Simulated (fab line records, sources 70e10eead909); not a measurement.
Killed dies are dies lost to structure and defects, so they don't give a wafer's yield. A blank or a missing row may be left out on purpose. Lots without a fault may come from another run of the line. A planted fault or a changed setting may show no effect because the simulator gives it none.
A struck lot beside a sound one | flow nand_harc | 39 steps out of a route of 1159
Sound: wafers L456.2, L456.4, L456.5. Struck: wafer L475.6. (L475.3, L475.4 of the same lot were not struck and are left out.) The cause comes at the end.
At each step with rows: each side's tool, then ch and its chambers, then its first start. Under that, the readings that differ: sound wafers | struck wafers | difference of the means | sigmas: that difference in standard deviations of wafers without a fault.
alike: readings whose means differ by less than 2 such deviations, and words and numbers that are the same on both sides. not compared: withheld readings, readings that some wafer has no value for, bounds like >300 that may hide the same value, and numbers for which the record gives no deviation and whose values overlap.
The two part at a step that has a row with sigmas, a row that says differs or no value, or rows on one side only. Numbers that don't overlap but have no deviation are shown without sigmas and don't part them. A reading that every wafer of one side lacks parts them only if that side has two wafers or more.

NHARC_A_STAIRCASE_TRIM_191: chemistry O2, time 211.2 s.
  sound on rie_diel-02 ch 1,2,3; struck on rie_diel-02 ch 1
  alike: drypump_motor_current_A, oes_product_au, rf_vpp_V, showerhead_plenum_p_Torr, throttle_valve_pct
  not compared: rf_hours_counter_h
then, 7 steps without rows for these wafers: NHARC_A_STAIRCASE_ETCH_192 (etches the open film in C4F8/O2, target depth 100 nm, time 40.5 s); NHARC_A_STAIRCASE_TRIM_193 (chemistry O2, time 211.2 s); NHARC_A_STAIRCASE_ETCH_194 (etches the open film in C4F8/O2, target depth 100 nm, time 40.5 s); NHARC_A_STAIRCASE_TRIM_196 (chemistry O2, time 211.2 s); NHARC_A_STAIRCASE_ETCH_197 (etches the open film in C4F8/O2, target depth 100 nm, time 40.5 s); NHARC_A_STAIRCASE_TRIM_198 (chemistry O2, time 211.2 s); NHARC_A_STAIRCASE_ETCH_199 (etches the open film in C4F8/O2, target depth 100 nm, time 40.5 s).
NHARC_A_STAIRCASE_TRIM_200: chemistry O2, time 211.2 s.
  sound on rie_diel-05 ch 0,1,2; struck on rie_diel-02 ch 0
  alike: drypump_motor_current_A, oes_product_au, rf_vpp_V, showerhead_plenum_p_Torr, throttle_valve_pct
  not compared: rf_hours_counter_h
then, 2 steps without rows for these wafers: NHARC_A_STAIRCASE_ETCH_201 (etches the open film in C4F8/O2, target depth 100 nm, time 40.5 s); NHARC_A_STAIRCASE_TRIM_202 (chemistry O2, time 211.2 s).
NHARC_A_STAIRCASE_ETCH_203: etches the open film in C4F8/O2, target depth 100 nm, time 40.5 s.
  sound on rie_diel-05 ch 1,2,3, day 11 07:35; struck on rie_diel-02 ch 0, day 15 16:33
  alike: oes_product_au, rf_vpp_V
  not compared: rf_hours_counter_h
then, 13 steps without rows for these wafers: NHARC_A_STAIRCASE_STRIP_205 (strips in O2); NHARC_A_STAIRCASE_STRIP_206 (strips in SPM, time 900 s); NHARC_A_STAIRCASE_PRECLEAN_207 (cleans in SC1); NHARC_A_STAIRCASE_SRD_208; NHARC_A_STAIRCASE_DEHYDRATE_209 (time 120 s); NHARC_A_STAIRCASE_HMDS_210 (time 30 s); NHARC_A_STAIRCASE_COAT_211; NHARC_A_STAIRCASE_SOFTBAKE_212 (time 170 s); NHARC_A_STAIRCASE_EBR_213; NHARC_A_STAIRCASE_EXPOSE_214 (exposes mask STAIR 3); NHARC_A_STAIRCASE_PEB_215 (peb time 130 s); NHARC_A_STAIRCASE_DEVELOP_216 (time 140 s); NHARC_A_STAIRCASE_HARDBAKE_218 (time 140 s).
NHARC_A_STAIRCASE_DESCUM_219: chemistry O2, time 3 s.
  sound on rie_diel-02 ch 0,1,3, day 11 09:10; struck on rie_diel-05 ch 1, day 15 18:14
  alike: drypump_motor_current_A, oes_product_au, rf_vpp_V, showerhead_plenum_p_Torr, throttle_valve_pct
  not compared: rf_hours_counter_h
then, 9 steps without rows for these wafers: NHARC_A_STAIRCASE_TRIM_220 (chemistry O2, time 211.2 s); NHARC_A_STAIRCASE_ETCH_221 (etches the open film in C4F8/O2, target depth 100 nm, time 40.5 s); NHARC_A_STAIRCASE_TRIM_222 (chemistry O2, time 211.2 s); NHARC_A_STAIRCASE_ETCH_223 (etches the open film in C4F8/O2, target depth 100 nm, time 40.5 s); NHARC_A_STAIRCASE_TRIM_224 (chemistry O2, time 211.2 s); NHARC_A_STAIRCASE_ETCH_225 (etches the open film in C4F8/O2, target depth 100 nm, time 40.5 s); NHARC_A_STAIRCASE_TRIM_226 (chemistry O2, time 211.2 s); NHARC_A_STAIRCASE_ETCH_227 (etches the open film in C4F8/O2, target depth 100 nm, time 40.5 s); NHARC_A_STAIRCASE_TRIM_229 (chemistry O2, time 211.2 s).
NHARC_A_STAIRCASE_ETCH_230: etches the open film in C4F8/O2, target depth 100 nm, time 40.5 s.
  sound on rie_diel-02 ch 2,3; struck on rie_diel-02 ch 2
  alike: oes_product_au, rf_vpp_V
  not compared: rf_hours_counter_h
NHARC_A_STAIRCASE_TRIM_231: chemistry O2, time 211.2 s.
  sound on rie_diel-02 ch 0,1,3; struck on rie_diel-02 ch 2
  alike: drypump_motor_current_A, oes_product_au, rf_vpp_V, showerhead_plenum_p_Torr, throttle_valve_pct
  not compared: rf_hours_counter_h
then, 1 step without rows for these wafers: NHARC_A_STAIRCASE_ETCH_232 (etches the open film in C4F8/O2, target depth 100 nm, time 40.5 s).
-- the record jumps here: 9 days lie between the struck wafers' starts before and after (it left off in module A_STAIRCASE and takes up again in module END, whose first step shown is number 1159 of the route) --
NHARC_END_SORT_01:
  the record has rows for the struck wafers here (prober-02 ch 0, day 24 21:20) and none for the sound ones

WHERE THEY PART
Only at NHARC_END_SORT_01, within this record.

WHY: what the simulator had put in
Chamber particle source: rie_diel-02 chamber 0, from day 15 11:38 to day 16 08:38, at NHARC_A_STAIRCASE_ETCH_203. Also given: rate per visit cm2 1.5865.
